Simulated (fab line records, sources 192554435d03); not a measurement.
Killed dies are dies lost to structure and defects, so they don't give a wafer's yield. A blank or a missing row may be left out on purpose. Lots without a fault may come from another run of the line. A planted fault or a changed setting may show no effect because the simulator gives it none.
fab line records | flow n5_finfet | part 2 of 2: steps 4 to 6 of 6
record lots=20 wafers=60 last_day=18
route steps=1938 shown BEOL_M8@1348 BEOL_M9@1401
lots that met no fault: from a run of the same line without faults
start_h: hours from the record's first day to the start of the lot's first wafer shown | wait_h: hours since the lot's step before | " the same as in the row above | L1.1+2: a row that stands for several wafers | - no value, or no start given | * or withheld: withheld | < > ~ a bound
route shown NAME@n: a module of which the file shows steps, and the number in the route of the first | usual: mean/standard deviation of fault-free wafers | same: alike in all rows | chamber/n: place in a boat | sites: the reading at each site | _std_site: their standard deviation | _edge_site: outer sites' mean less inner sites' | radius_mm: how far each site lies from the wafer's centre | mask NAME#n: copy n | behind: the tool/chamber that last shaped the wafer | hold: why the lot was held/for how many hours/how that ended | device: the transistor (n, p or np) that didn't switch | end of line: the same wafers' tests at the end of the route | a step without rows: its recipe alone | killed: dies lost to structure and defects at the first sort, not the wafer's yield | map: a wafer's dies, x killed, . not, _ none there
set.NAME: the setting as run; set.NAME@STEP: as run at that earlier step | model.NAME: the simulator's own value behind a step, which no gauge read
steps of the route over a sample of lots; a table a step, a row a wafer
services: from which hour (start_h, from the record's first day; less than 0 if before it) a tool's chamber was out of use, for how many hours, and why
## steps
# step N5_BEOL_M8_CMP_52
# recipe stop_on=SiCOH_lowk t_overpolish_s=6.9 down_force_psi=1 platen_rpm=50 clearing_platen_down_force_psi=1.5 clearing_platen_rpm=50 post_cmp_clean=cu_alkaline target_thk_nm=80 clearing_platen_pad_velocity_m_s=0.99484 pad_velocity_m_s=0.99484
# usual barrier_field_endpoint_s=29.0/0.7 motor_current_A=5.4/0.64 overpolish_run_s=6.900/0.0083 time_to_endpoint_s=63.1/2.9
# columns lot.wafer tool chamber start_h wait_h barrier_field_endpoint_s motor_current_A overpolish_run_s time_to_endpoint_s
L074.1 cmp-04 1 209.16 0.3 29.4 6.7 6.908 67.8
L074.4 " 3 " " 29.9 5.5 6.895 68.6
L074.6 " 1 " " 29.3 6.7 6.897 64.4
L075.3 cmp-03 2 217.30 0.2 28.8 5.4 6.905 60.2
L075.4 " 3 " " 29.5 6.2 6.901 58.0
L075.5 " 2 " " 29.3 5.3 6.913 61.5
L076.4 cmp-03 3 217.74 0.1 27.9 6.3 6.903 59.0
L076.3 " 1 " " 28.4 5.2 6.893 59.2
L076.6 " 0 " " 28.4 5.0 6.905 56.4
L077.3 cmp-03 3 225.20 0.2 28.5 6.2 6.907 60.2
L077.4 " 0 " " 29.1 5.2 6.899 59.7
L077.6 " 3 " " 29.5 6.1 6.899 58.4
L078.2 cmp-04 2 234.74 0.2 28.6 5.0 6.897 63.5
L078.4 " 1 " " 29.4 6.8 6.891 67.5
L078.6 " 3 " " 29.3 5.8 6.892 67.5
L079.2 cmp-03 1 244.86 0.2 28.3 5.0 6.898 66.5
L079.4 " 2 " " 28.1 5.6 6.909 61.4
L079.1 " 3 " " 27.9 6.0 6.888 58.8
L081.2 cmp-03 0 254.87 0.2 28.4 5.1 6.908 63.1
L081.4 " 2 " " 29.9 5.5 6.892 66.5
L081.6 " 1 " " 29.2 4.9 6.890 69.4
L080.3 cmp-04 2 276.53 0.2 28.7 5.2 6.904 63.6
L080.1 " 3 " " 29.7 5.7 6.902 65.0
L080.6 " 1 " " 28.6 6.6 6.896 62.4
L085.4 cmp-04 2 292.70 0.2 29.5 5.4 6.897 62.3
L085.2 " 3 " " 29.7 5.5 6.891 66.3
L085.5 " 2 " " 29.5 5.3 6.902 64.7
L087.3 cmp-02 2 300.61 0.2 28.4 4.7 6.900 62.9
L087.4 " 3 " " 29.2 4.9 6.892 61.3
L087.6 " 1 " " 28.5 6.1 6.882 59.8
L086.1 cmp-03 2 301.09 0.3 28.3 5.0 6.904 63.6
L086.3 " 0 " " 28.3 5.2 6.917 62.6
L086.5 " 3 " " 29.3 6.7 6.897 63.1
L084.3 cmp-03 0 305.75 0.3 29.3 5.1 6.900 63.4
L084.5 " 0 " " 29.8 5.0 6.902 63.4
L084.6 " 1 " " 30.2 5.0 6.894 64.1
L089.4 cmp-02 3 321.20 0.2 30.5 5.1 6.892 67.7
L089.5 " 1 " " 28.6 6.0 6.917 63.1
L089.6 " 2 " " 28.3 4.7 6.890 65.9
L088.2 cmp-02 2 329.84 0.3 28.0 4.5 6.897 61.0
L088.5 " 3 " " 30.2 4.8 6.916 63.0
L088.6 " 0 " " 29.5 6.0 6.895 65.5
L094.4 cmp-04 0 335.58 0.1 30.3 4.5 6.893 65.6
L094.1 " 2 " " 30.1 5.3 6.897 64.7
L094.6 " 1 " " 30.2 6.4 6.902 63.2
L090.1 cmp-02 1 342.12 0.3 27.4 5.6 6.879 60.0
L090.3 " 3 " " 28.1 4.8 6.886 62.2
L090.5 " 2 " " 28.8 4.6 6.893 63.6
L092.3 cmp-03 0 353.74 0.4 28.0 4.8 6.898 61.4
L092.6 " 1 " " 28.6 4.9 6.902 61.3
L092.5 " 2 " " 28.0 5.2 6.894 60.0
L093.2 cmp-03 2 354.64 0.3 28.5 5.5 6.887 58.0
L093.6 " 3 " " 29.3 6.4 6.906 57.7
L093.5 " 0 " " 28.8 5.3 6.893 59.7
L095.4 cmp-03 0 358.70 0.2 29.0 5.1 6.883 64.8
L095.1 " 1 " " 28.5 4.8 6.899 66.7
L095.3 " 3 " " 27.6 6.3 6.896 62.8
L097.1 cmp-02 3 368.44 0.3 29.2 4.8 6.898 63.8
L097.5 " 1 " " 28.2 5.6 6.904 56.9
L097.6 " 2 " " 29.3 4.7 6.898 66.0
# step N5_BEOL_M8_DEP_56
# recipe material=SiCN target_thk_a=100 temp_c=withheld precursor=3MS/NH3 pressure_torr=3 rf_w=202 time_s=17.5
# usual showerhead_plenum_p_Torr=3.667/0.013 showerhead_vpp_V=903/51 throttle_valve_pct=8.9/0.34
# columns lot.wafer tool chamber start_h wait_h showerhead_plenum_p_Torr showerhead_vpp_V throttle_valve_pct
L074.1 pecvd-04 1 209.51 0.0 3.661 876 8.3
L074.4 " 0 " " 3.682 975 9.2
L074.6 " 1 " " 3.671 878 8.7
L075.3 pecvd-01 1 217.65 0.0 3.637 845 8.9
L075.4 " 0 " " 3.676 878 9.1
L075.5 " 0 " " 3.675 869 8.8
L076.3 pecvd-02 2 218.10 0.0 3.653 966 8.8
L076.4 " 0 " " 3.653 910 8.6
L076.6 " 1 " " 3.669 857 9.1
L077.3 pecvd-04 0 225.52 0.0 3.690 988 9.5
L077.4 " 2 " " 3.658 930 9.1
L077.6 " 0 " " 3.676 986 9.3
L078.2 pecvd-02 1 235.09 0.0 3.673 842 9.2
L078.4 " 1 " " 3.673 860 9.4
L078.6 " 0 " " 3.658 934 8.5
L079.1 pecvd-02 0 245.21 0.0 3.653 924 8.5
L079.2 " 1 " " 3.682 847 9.3
L079.4 " 2 " " 3.657 940 8.8
L081.2 pecvd-04 1 255.22 0.0 3.678 870 8.4
L081.4 " 2 " " 3.655 920 8.7
L081.6 " 0 " " 3.685 972 9.4
L080.1 pecvd-04 2 276.85 0.0 3.663 928 8.9
L080.3 " 1 " " 3.665 872 8.3
L080.6 " 1 " " 3.678 877 8.6
L085.2 pecvd-02 2 293.02 0.0 3.648 945 9.1
L085.4 " 2 " " 3.656 947 9.0
L085.5 " 1 " " 3.677 833 9.2
L087.3 pecvd-04 2 300.90 0.0 3.668 937 8.8
L087.4 " 0 " " 3.694 1000 9.2
L087.6 " 2 " " 3.655 925 8.9
L086.1 pecvd-01 1 301.45 0.0 3.654 845 8.8
L086.3 " 2 " " 3.667 850 8.4
L086.5 " 1 " " 3.654 840 8.9
L084.3 pecvd-01 0 306.10 0.0 3.684 877 9.3
L084.5 " 1 " " 3.656 843 9.1
L084.6 " 2 " " 3.668 850 8.1
L089.4 pecvd-04 0 321.50 0.0 3.687 992 9.5
L089.5 " 1 " " 3.668 864 8.5
L089.6 " 2 " " 3.664 929 9.0
L088.2 pecvd-02 1 330.09 0.0 3.668 845 9.0
L088.5 " 0 " " 3.663 929 8.5
L088.6 " 1 " " 3.668 830 9.4
L094.1 pecvd-01 0 335.94 0.0 3.682 880 9.3
L094.4 " 1 " " 3.657 842 8.6
L094.6 " 0 " " 3.679 878 8.9
L090.1 pecvd-02 1 342.48 0.0 3.671 854 9.1
L090.3 " 0 " " 3.661 925 8.3
L090.5 " 0 " " 3.666 916 8.4
L092.3 pecvd-01 2 353.98 0.0 3.673 843 8.4
L092.5 " 1 " " 3.654 827 8.7
L092.6 " 2 " " 3.676 851 8.4
L093.2 pecvd-02 0 354.89 0.0 3.654 901 8.3
L093.5 " 2 " " 3.648 962 9.0
L093.6 " 0 " " 3.661 903 8.5
L095.1 pecvd-02 1 359.06 0.0 3.669 855 9.0
L095.3 " 2 " " 3.641 962 9.3
L095.4 " 0 " " 3.661 906 8.3
L097.1 pecvd-02 2 368.72 0.0 3.646 965 8.8
L097.5 " 1 " " 3.675 845 8.7
L097.6 " 2 " " 3.657 954 9.0
# step N5_BEOL_M9_ILD_DEP_00
# recipe material=SiCOH_lowk target_thk_a=3085.1 temp_c=300 precursor=DEMS/porogen pressure_torr=5 rf_w=500 time_s=58
# usual heater_power_w=312/52 showerhead_plenum_p_Torr=5.745/0.019 showerhead_vpp_V=1401/77 susceptor_temp_C=299.96/0.18 throttle_valve_pct=13.7/0.57
# columns lot.wafer tool chamber start_h wait_h heater_power_w showerhead_plenum_p_Torr showerhead_vpp_V susceptor_temp_C throttle_valve_pct
L074.1 pecvd-03 1 209.64 0.0 349 5.726 1312 299.62 14.5
L074.4 " 0 " " 379 5.761 1411 299.94 13.3
L074.6 " 1 " " 351 5.752 1279 299.63 14.7
L075.3 pecvd-03 0 217.78 0.0 360 5.780 1386 299.79 13.7
L075.4 " 0 " " 367 5.771 1410 299.66 13.9
L075.5 " 2 " " 319 5.717 1468 299.90 13.2
L076.3 pecvd-03 2 218.23 0.0 312 5.713 1456 299.81 12.9
L076.4 " 0 " " 367 5.770 1390 299.93 13.9
L076.6 " 2 " " 322 5.718 1471 299.98 13.3
L077.3 pecvd-03 2 225.68 0.1 345 5.712 1461 300.16 13.2
L077.4 " 1 " " 356 5.739 1299 300.08 14.9
L077.6 " 2 " " 274 5.725 1464 299.86 13.3
L078.2 pecvd-03 2 235.22 0.0 319 5.717 1471 299.68 13.5
L078.4 " 0 " " 400 5.756 1412 299.96 13.7
L078.6 " 2 " " 326 5.728 1484 299.94 13.2
L079.1 pecvd-03 2 245.35 0.0 286 5.725 1456 300.13 13.3
L079.2 " 0 " " 360 5.757 1394 299.74 14.0
L079.4 " 2 " " 289 5.707 1481 299.98 13.5
L081.2 pecvd-01 1 255.36 0.0 266 5.722 1346 299.88 13.6
L081.4 " 2 " " 364 5.751 1356 299.88 12.6
L081.6 " 1 " " 208 5.723 1326 299.96 13.5
L080.1 pecvd-03 1 276.98 0.0 363 5.749 1317 300.11 14.5
L080.3 " 2 " " 331 5.722 1472 300.04 13.8
L080.6 " 2 " " 342 5.718 1480 299.81 13.7
L085.2 pecvd-01 1 293.15 0.0 276 5.720 1325 299.72 13.4
L085.4 " 1 " " 208 5.728 1320 299.83 13.5
L085.5 " 2 " " 360 5.741 1319 299.81 12.9
L087.3 pecvd-03 2 301.03 0.0 293 5.711 1468 300.07 13.7
L087.4 " 0 " " 369 5.772 1391 300.07 13.7
L087.6 " 1 " " 327 5.740 1301 300.00 15.0
L086.1 pecvd-04 1 301.58 0.0 250 5.751 1371 300.16 12.9
L086.3 " 0 " " 227 5.767 1538 300.04 14.0
L086.5 " 1 " " 251 5.747 1352 300.06 13.1
L084.3 pecvd-04 0 306.23 0.0 223 5.751 1568 300.04 14.3
L084.5 " 2 " " 304 5.734 1472 299.97 13.5
L084.6 " 1 " " 260 5.749 1384 299.69 12.8
L089.4 pecvd-03 1 321.64 0.1 353 5.745 1302 299.99 14.5
L089.5 " 0 " " 375 5.757 1403 299.83 13.8
L089.6 " 2 " " 321 5.727 1445 300.14 13.6
L088.2 pecvd-04 2 330.23 0.0 292 5.734 1431 300.13 13.8
L088.5 " 2 " " 302 5.730 1480 300.22 13.5
L088.6 " 0 " " 223 5.766 1564 300.04 14.2
L094.1 pecvd-04 0 336.07 0.0 219 5.772 1551 300.01 14.1
L094.4 " 2 " " 299 5.738 1452 299.86 13.5
L094.6 " 1 " " 253 5.751 1367 300.09 13.2
L090.1 pecvd-03 0 342.61 0.0 341 5.764 1396 300.02 13.7
L090.3 " 2 " " 315 5.730 1471 299.64 13.5
L090.5 " 2 " " 327 5.711 1442 299.71 13.6
L092.3 pecvd-04 2 354.11 0.0 296 5.737 1467 299.80 13.7
L092.5 " 1 " " 222 5.745 1375 299.85 13.2
L092.6 " 0 " " 196 5.764 1584 299.77 14.1
L093.2 pecvd-04 0 355.02 0.0 233 5.769 1546 300.19 14.1
L093.5 " 0 " " 175 5.770 1574 300.12 13.9
L093.6 " 1 " " 242 5.723 1373 299.92 12.8
L095.1 pecvd-01 1 359.19 0.0 236 5.729 1322 300.26 13.5
L095.3 " 0 " " 346 5.753 1372 300.19 14.1
L095.4 " 0 " " 349 5.754 1375 300.15 13.8
L097.1 pecvd-03 1 368.86 0.0 359 5.746 1284 300.46 14.4
L097.5 " 0 " " 310 5.767 1403 299.95 13.8
L097.6 " 1 " " 374 5.754 1289 300.05 14.3
## services
# columns tool chamber start_h hours kind
cmp-03 - 184.75 1.7 repair
pecvd-01 - 190.66 14.6 pm
cmp-03 - 191.84 4.0 pm
cmp-02 - 203.16 2.4 repair
cmp-03 - 205.24 4.4 pm
rie_diel-02 - 212.23 1.0 repair
pecvd-03 0 222.15 4.3 repair
cmp-02 - 226.00 6.5 pm
rie_diel-06 - 227.77 0.4 repair
rie_diel-05 3 229.94 6.9 repair
rie_diel-05 2 235.44 7.4 repair
cmp-04 - 236.49 3.8 pm
pecvd-03 - 250.63 0.8 pm
rie_diel-05 - 260.09 1.4 repair
cmp-02 - 270.49 3.3 repair
cmp-02 - 281.52 4.0 pm
pecvd-04 0 281.77 3.5 repair
pecvd-02 - 282.92 1.1 repair
rie_diel-02 0 294.09 10.7 repair
pecvd-04 - 299.57 1.2 repair
rie_diel-06 1 306.01 2.9 repair
pecvd-03 - 346.25 0.7 repair
cmp-03 - 356.08 2.3 repair
pecvd-04 - 366.38 0.9 repair
